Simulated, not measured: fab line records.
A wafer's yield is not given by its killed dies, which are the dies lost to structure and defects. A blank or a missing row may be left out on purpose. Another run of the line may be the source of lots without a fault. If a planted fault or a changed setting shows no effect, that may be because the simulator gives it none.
fab line records | flow nand_harc
record: lots: 6 wafers: 18 last_day: 32
route steps=1302 shown THIN_TSV@1287 END@1302
lots that met no fault: taken from a fault-free run of the same line
start_h: hours from the record's opening day to when the first of the lot's shown wafers began | wait_h: hours since the lot's step before | " the same as in the row above | L1.1+2: a single row standing in for several wafers | - no value, or no start given | * or withheld: withheld | < > ~ a bound
route shown NAME@n: names a module that has steps shown in the file, with the first one's number in the route | usual: the fault-free wafers' mean and standard deviation | same: alike in all rows | chamber/n: place in a boat | sites: each site's reading | _std_site: the standard deviation of these | _edge_site: inner sites' mean taken away from outer sites' mean | radius_mm: how far each site lies from the wafer's centre | mask NAME#n: copy n | behind: the last tool/chamber to shape the wafer | hold: why the lot was held/for how many hours/how that ended | device: whichever transistor did not switch (one of n, p or np) | end of line: tests of these same wafers at the route's end | a step given without rows: its recipe and nothing more | killed: dies lost to structure and defects at the first sort, not the wafer's yield | map: a wafer's dies, marking killed ones x, the rest . and places with no die _
set.NAME: setting as actually run; set.NAME@STEP: the setting as run at that earlier step | model.NAME: the simulator's own value behind a step, which no gauge read
a table for each step, a row for each wafer; lots at some steps of the route
services: the hour from which a tool's chamber was out of use, counted from the record's first day as start_h (under 0 if before that day), plus the number of hours and why
== steps ==
step: NHARC_THIN_TSV_EBR_29
step: NHARC_THIN_TSV_EXPOSE_30
recipe: na: 0.55 dose_mj: 11.47 mask_id: PAD
step: NHARC_THIN_TSV_PEB_31
recipe: peb_temp_c: 118 peb_time_s: 85
step: NHARC_THIN_TSV_DEVELOP_32
recipe: time_s: 70
step: NHARC_THIN_TSV_CD_MEAS_33
recipe: target_cd_nm: 5000 landing_energy_ev: 500
usual: cd_nm: 4999.9/2.7
columns lot.wafer tool chamber start_h wait_h cd_nm
L554.3 cd_sem-02 0 554.74 - 5004.0
L554.4 " 0 " " 5001.6
L554.5 " 0 " " 5002.0
L561.2 cd_sem-01 0 628.90 - 5003.4
L561.3 " 0 " " 5004.5
L561.6 " 0 " " 5003.6
L569.1 cd_sem-03 0 715.40 - 5001.0
L569.3 " 0 " " 4998.2
L569.6 " 0 " " 4997.3
L568.1 cd_sem-03 0 716.57 - 5000.4
L568.3 " 0 " " 4999.6
L568.4 " 0 " " 4996.7
L574.4 cd_sem-01 0 753.65 - 5004.1
L574.5 " 0 " " 5005.2
L574.6 " 0 " " 5002.3
L576.2 cd_sem-01 0 763.53 - 4999.2
L576.3 " 0 " " 5001.6
L576.5 " 0 " " 4998.0
step: NHARC_THIN_TSV_HARDBAKE_34
recipe: temp_c: 125 time_s: 80
step: NHARC_THIN_TSV_DESCUM_35
recipe: time_s: 3 o2_flow_sccm: 200 ar_flow_sccm: 0 bias_power_w: 0 chemistry: O2
usual: drypump_motor_current_A: 5.8/0.4 oes_product_au: 1.002/0.014 rf_vpp_V: 58.1/0.85 showerhead_plenum_p_Torr: 1.94/0.066 throttle_valve_pct: 11.310/0.0097
same: time_s: 3
columns lot.wafer tool chamber start_h wait_h drypump_motor_current_A oes_product_au rf_hours_counter_h rf_vpp_V showerhead_plenum_p_Torr throttle_valve_pct
L554.4 rie_diel-11 2 554.90 - 5.9 1.016 9.8 57.5 1.94 11.312
L554.3 " 3 " " 6.2 0.994 8.5 57.5 2.01 11.312
L554.5 " 1 " " 6.4 1.028 - 57.0 2.01 11.290
L561.3 rie_diel-11 1 629.06 - 6.5 1.011 0.8 60.4 2.01 11.310
L561.2 " 2 " " 5.9 0.989 0.5 58.8 1.94 11.320
L561.6 " 2 " " 5.9 0.988 - 57.5 1.94 11.319
L569.3 rie_diel-03 0 715.56 - 5.3 0.988 3.3 58.5 2.02 11.330
L569.1 " 3 " " 5.3 1.014 3.7 59.6 1.91 11.312
L569.6 " 0 " " 5.3 0.993 - 59.3 2.02 11.322
L568.4 rie_diel-13 2 716.73 - 5.7 1.035 0.8 59.0 1.99 11.321
L568.1 " 0 " " 5.8 1.009 1.5 57.5 1.84 11.306
L568.3 " 1 " " 6.0 1.036 1.3 57.4 1.93 11.313
L574.4 rie_diel-03 2 753.82 - 6.2 1.002 5.8 58.4 1.98 11.326
L574.5 " 0 " " 5.3 0.984 - 57.3 2.02 11.291
L574.6 " 1 " " 6.2 1.005 - 57.8 1.88 11.299
L576.3 rie_diel-03 3 763.70 - 5.3 0.999 6.0 59.5 1.91 11.311
L576.2 " 1 " " 6.3 0.990 5.4 58.2 1.88 11.311
L576.5 " 2 " " 6.2 0.989 - 57.7 1.98 11.309
step: NHARC_THIN_TSV_ETCH_59
recipe: target_depth_a: 8800 icp_w: 900 bias_w: 100 Cl2_flow_sccm: 60 bcl3_flow_sccm: 30 time_s: 138.1 chemistry: Cl2/BCl3
usual: drypump_motor_current_A: 5.7/0.59 oes_product_au: 0.998/0.01 throttle_valve_pct: 22.263/0.0088
same: time_s: 138.1
columns lot.wafer tool chamber start_h wait_h drypump_motor_current_A oes_product_au rf_hours_counter_h throttle_valve_pct
L554.4 rie_metal-01 1 555.09 0.2 6.0 1.010 - 22.266
L554.3 " 0 " " 5.6 1.017 - 22.270
L554.5 " 0 " " 5.6 1.005 - 22.262
L561.2 rie_metal-03 0 629.19 0.1 4.8 1.000 1.8 22.264
L561.3 " 1 " " 6.3 0.999 - 22.262
L561.6 " 0 " " 4.8 1.017 - 22.262
L569.1 rie_metal-01 0 715.69 0.1 5.6 0.998 2.5 22.289
L569.3 " 0 " " 5.6 1.001 - 22.271
L569.6 " 0 " " 5.6 0.996 - 22.277
L568.1 rie_metal-03 1 716.85 0.1 6.3 0.994 0.2 22.269
L568.3 " 1 " " 6.3 0.999 - 22.263
L568.4 " 0 " " 4.8 1.000 - 22.258
L574.4 rie_metal-02 1 754.00 0.2 5.9 0.989 - 22.262
L574.5 " 1 " " 5.9 0.988 - 22.275
L574.6 " 0 " " 6.0 0.984 - 22.272
L576.2 rie_metal-01 0 763.86 0.1 5.6 1.000 0.1 22.264
L576.3 " 0 " " 5.6 1.001 - 22.248
L576.5 " 1 " " 6.0 1.005 - 22.256
step: NHARC_THIN_TSV_ETCH_36
recipe: target_depth_a: 650 over_etch_frac: 0.3 time_s: 18.571 ion_energy_ev: 150 chemistry: Cl2/BCl3
usual: drypump_motor_current_A: 5.7/0.59 oes_product_au: 0.995/0.011
same: time_s: 18.571
columns lot.wafer tool chamber start_h wait_h drypump_motor_current_A oes_product_au rf_hours_counter_h
L554.3 rie_metal-01 0 555.29 0.1 5.6 1.002 -
L554.4 " 1 " " 6.0 0.993 -
L554.5 " 1 " " 6.0 0.996 -
L561.2 rie_metal-03 1 629.44 0.2 6.3 0.991 1.9
L561.3 " 0 " " 4.8 1.002 -
L561.6 " 0 " " 4.8 1.003 -
L569.1 rie_metal-01 0 716.17 0.4 5.6 0.973 2.8
L569.3 " 0 " " 5.6 0.985 -
L569.6 " 0 " " 5.6 0.973 -
L568.1 rie_metal-03 1 717.11 0.2 6.3 1.005 0.4
L568.4 " 1 " " 6.3 0.997 -
L568.3 " 0 " " 4.8 1.002 -
L574.4 rie_metal-02 0 754.20 0.2 5.9 0.979 -
L574.5 " 0 " " 6.0 0.982 -
L574.6 " 1 " " 6.0 0.989 -
L576.2 rie_metal-01 0 764.15 0.2 5.6 0.994 0.2
L576.3 " 1 " " 6.0 0.996 -
L576.5 " 0 " " 5.6 1.002 -
step: NHARC_THIN_TSV_STRIP_56
recipe: power_w: 1500 temp_c: 250 chemistry: O2
usual: drypump_motor_current_A: 5.20/0.27 heater_power_w: 355/38 rf_refl_power_W: 19/5.6
columns lot.wafer tool chamber start_h wait_h drypump_motor_current_A heater_power_w rf_hours_counter_h rf_refl_power_W
L554.4 plasma_asher-01 1 555.47 0.2 5.58 430 - 24
L554.3 " 0 " " 5.03 321 - 12
L554.5 " 0 " " 5.03 320 - 12
L561.2 plasma_asher-02 1 629.59 0.1 4.90 356 4 26
L561.3 " 1 " " 4.87 369 - 26
L561.6 " 0 " " 5.20 326 - 18
L569.1 plasma_asher-02 1 716.35 0.2 4.89 362 23 26
L569.3 " 1 " " 4.90 370 - 26
L569.6 " 0 " " 5.20 322 - 18
L568.1 plasma_asher-02 0 717.25 0.1 5.21 318 23 -
L568.4 " 1 " " 4.86 364 - -
L568.3 " 0 " " 5.21 310 - -
L574.4 plasma_asher-01 0 754.38 0.2 5.02 338 - 12
L574.5 " 0 " " 5.03 332 - 12
L574.6 " 1 " " 5.58 392 - 23
L576.2 plasma_asher-01 1 764.26 0.1 5.57 396 14 23
L576.3 " 0 " " 5.03 328 - 12
L576.5 " 1 " " 5.57 391 - 23
step: NHARC_THIN_TSV_STRIP_57
recipe: time_s: 1200 temp_c: 72.5 chemistry: post_etch_residue_remover
step: NHARC_THIN_TSV_CD_MEAS_37
usual: cd_nm: 5001/4.1
columns lot.wafer tool chamber start_h wait_h cd_nm
L554.3 cd_sem-01 - 556.25 - 5009
L554.4 " - " " 5008
L554.5 " - " " 5005
L561.2 cd_sem-01 - 630.34 - 5004
L561.3 " - " " 5005
L561.6 " - " " 5007
L569.1 cd_sem-01 - 717.09 - 5002
L569.3 " - " " 5003
L569.6 " - " " 4999
L568.1 cd_sem-03 - 717.99 - 5003
L568.3 " - " " 5005
L568.4 " - " " 4998
L574.4 cd_sem-01 - 755.08 - 5003
L574.5 " - " " 5007
L574.6 " - " " 5002
L576.2 cd_sem-01 - 765.05 - 4999
L576.3 " - " " 5000
L576.5 " - " " 4995
step: NHARC_THIN_TSV_ANNEAL_58
recipe: temp_c: 400 time_s: 1800
usual: run_length_s: 1821/5.7 spike_tc_bottom_C: 425.3/2.9 time_s: 1800/0 zone_power_lower_pct: 4.43/0.3
columns lot.wafer tool chamber start_h wait_h run_length_s spike_tc_bottom_C time_s zone_power_lower_pct
L554.3 furnace-05 0 559.45 3.2 1821 427.5 1800 4.53
L554.4 " 0 " " 1821 427.5 1800 4.44
L554.5 " 0 " " 1821 427.0 1800 4.51
L561.2 furnace-02 0 633.49 3.1 1822 421.0 1800 4.63
L561.3 " 0 " " 1822 421.7 1800 4.58
L561.6 " 0 " " 1822 420.3 1800 4.62
L568.1 furnace-05 - 720.30 2.3 - - - -
L568.3 " - " " - - - -
L568.4 " - " " - - - -
L569.1 furnace-05 - 720.30 3.2 - - - -
L569.3 " - " " - - - -
L569.6 " - " " - - - -
L574.4 furnace-05 0 758.29 3.2 1818 425.7 1800 4.47
L574.5 " 0 " " 1818 427.3 1800 4.52
L574.6 " 0 " " 1818 428.4 1800 4.51
L576.2 furnace-05 0 767.01 2.0 1819 427.9 1800 4.48
L576.3 " 0 " " 1819 427.0 1800 4.50
L576.5 " 0 " " 1819 426.9 1800 4.47
step: NHARC_THIN_TSV_INSPECT_40
usual: raw_defect_count: 551/88
columns lot.wafer tool chamber start_h wait_h raw_defect_count
L554.3 defect_inspect-01 - 560.91 0.4 521
L554.4 " - " " 457
L554.5 " - " " 431
L561.2 defect_inspect-02 - 634.94 0.4 476
L561.3 " - " " 464
L561.6 " - " " 590
L569.1 defect_inspect-02 - 721.74 0.4 614
L569.3 " - " " 746
L569.6 " - " " 694
L568.1 defect_inspect-01 - 721.74 0.4 712
L568.3 " - " " 615
L568.4 " - " " 565
L574.4 defect_inspect-01 - 759.72 0.4 575
L574.5 " - " " 497
L574.6 " - " " 689
L576.2 defect_inspect-02 - 768.47 0.4 452
L576.3 " - " " 518
L576.5 " - " " 516
step: NHARC_END_SORT_01
recipe: temp_c: 25
usual: defect_limited_yield: 91.0/2.8 killed_at_array: 56/19 killed_at_other: 0.6/1 killed_at_periphery: 3.9/2.7 killed_dies: 61/19 killed_open: 3.3/1.9 killed_short: 2.4/1.7
same: gross_dies: 677
columns lot.wafer tool chamber start_h wait_h defect_limited_yield[%] killed_at_array killed_at_other killed_at_periphery killed_dies killed_open killed_short
L574.4 prober-02 0 767.41 3.4 88.5 74 0 4 78 4 1
L574.5 prober-02 0 768.21 3.7 88.6 75 1 1 77 3 1
L574.6 prober-02 0 769.00 4.0 87.0 82 0 6 88 2 5
killed by level:class
L574.4 A_SLIT:chamber_film_flake=22 A_CHANNEL_HOLE_D1:chamber_film_flake=20 A_CHANNEL_HOLE_D2:chamber_film_flake=10 A_CONTACT:chamber_film_flake=9 A_STAIRCASE:chamber_film_flake=7 P_BONDPAD:chamber_film_flake=3 P_STI:geometric_particle:short=1 A_ONON_D1:geometric_particle:open=1
L574.5 A_SLIT:chamber_film_flake=29 A_CHANNEL_HOLE_D2:chamber_film_flake=20 A_CHANNEL_HOLE_D1:chamber_film_flake=10 A_CONTACT:chamber_film_flake=6 A_STAIRCASE:chamber_film_flake=5 A_CHANNEL_FILL_D1:geometric_particle:short=1 A_CHANNEL_FILL_D1:geometric_particle:open=1 A_ONON_D2:geometric_particle:open=1
L574.6 A_CHANNEL_HOLE_D2:chamber_film_flake=37 A_SLIT:chamber_film_flake=19 A_CHANNEL_HOLE_D1:chamber_film_flake=8 P_BONDPAD:chamber_film_flake=4 A_STAIRCASE:chamber_film_flake=4 A_CONTACT:chamber_film_flake=4 A_CHANNEL_FILL_D2:geometric_particle:short=2 A_DECK1_JOINT:chamber_film_flake=2
== services ==
columns tool chamber start_h hours kind
rie_diel-03 - 551.85 0.4 repair
rie_metal-01 - 575.00 9.0 pm
rie_diel-11 2 579.94 2.5 repair
rie_diel-03 2 597.56 10.4 repair
rie_metal-01 1 600.90 152.8 repair
rie_diel-03 3 602.56 3.8 repair
plasma_asher-02 - 603.31 9.0 pm
rie_diel-11 - 609.50 9.0 pm
rie_diel-03 - 612.98 0.4 repair
rie_metal-03 1 616.77 2.0 repair
rie_metal-01 0 625.12 21.3 repair
plasma_asher-01 - 628.53 1.2 repair
rie_metal-02 - 631.00 9.0 pm
rie_diel-03 - 635.40 9.0 pm
rie_metal-03 - 646.21 0.4 repair
rie_metal-02 - 652.64 31.6 repair
rie_diel-11 0 659.02 10.2 repair
rie_metal-01 0 680.19 3.8 repair
rie_diel-03 - 690.31 0.7 repair
rie_metal-03 - 696.00 9.0 pm
plasma_asher-01 - 696.08 9.0 pm
plasma_asher-02 - 730.34 11.8 repair
plasma_asher-01 - 740.34 1.1 repair
rie_metal-01 - 752.00 9.0 pm
== key ==
first_sign: step: NHARC_THIN_TSV_ANNEAL_58 reading: tool_record direction: missing
effect none on later readings
met_at NHARC_THIN_TSV_ANNEAL_58
struck_wafers L568.1,L568.3,L568.4,L569.1,L569.3,L569.6
onset_between 559.45 720.30
fault: kind: skipped_step_whole tool: furnace-05 chamber: - onset_h: 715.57 steps: NHARC_THIN_TSV_ANNEAL_58 scope: struck_lots_only
